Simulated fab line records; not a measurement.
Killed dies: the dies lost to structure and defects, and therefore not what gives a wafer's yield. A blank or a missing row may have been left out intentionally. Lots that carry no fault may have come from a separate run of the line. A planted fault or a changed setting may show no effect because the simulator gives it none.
Matching of chambers + flow nandHarc + NHARC_A_STAIRCASE_TRIM_20 on rieDiel-06: 4 sister chambers
The step chemistry O2, time 211.2 s. 8 wafers are shown with their chamber, then 8 later ones without.

WAFERS, EACH WITH ITS CHAMBER
| wafer  | chamber | showerheadPlenumPTorr (Torr) | drypumpMotorCurrentA (A) |
|--------|---------|------------------------------|--------------------------|
| L083.3 | 0       | 3.30                         | 5.62                     |
| L083.5 | 1       | 3.34                         | 6.23                     |
| L085.1 | 1       | 3.33                         | 6.25                     |
| L085.3 | 2       | 3.33                         | 5.70                     |
| L090.1 | 2       | 3.33                         | 5.72                     |
| L090.4 | 3       | 3.63                         | 5.77                     |
| L090.5 | 3       | 3.63                         | 5.79                     |
| L093.1 | 0       | 3.29                         | 5.58                     |

WAFERS WITHOUT THEIR CHAMBER
| wafer  | showerheadPlenumPTorr (Torr) | drypumpMotorCurrentA (A) |
|--------|------------------------------|--------------------------|
| L093.3 | 3.33                         | 6.24                     |
| L093.5 | 3.29                         | 5.57                     |
| L092.3 | 3.29                         | 5.58                     |
| L092.5 | 3.29                         | 5.62                     |
| L092.6 | 3.33                         | 6.19                     |
| L095.1 | 3.32                         | 6.18                     |
| L095.3 | 3.62                         | 5.75                     |
| L095.5 | 3.29                         | 5.59                     |

WHICH CHAMBER EACH WENT THROUGH
| wafer  | from the rows above | in truth |
|--------|---------------------|----------|
| L093.3 | 1                   | 1        |
| L093.5 | 0                   | 0        |
| L092.3 | 0                   | 0        |
| L092.5 | 0                   | 0        |
| L092.6 | 1                   | 1        |
| L095.1 | 1                   | 1        |
| L095.3 | 3                   | 3        |
| L095.5 | 0                   | 0        |
8 of 8 placed correctly. Number that these rows cannot place: 0. Number placed wrongly: 0.
How it was worked out, from the rows above alone: a wafer's distance from a chamber is the root of the sum, over the readings, of the square of ((its reading less the chamber's mean) divided by the reading's scatter). The wafer belongs to the nearest chamber; if the next one is less than 2 further off, it can't be placed. For every chamber, the mean is computed from those of its wafers that are shown. The scatter: take each reading less its chamber's mean, square it, sum over the shown wafers, divide by the number of wafers less the number of chambers, and take the root.
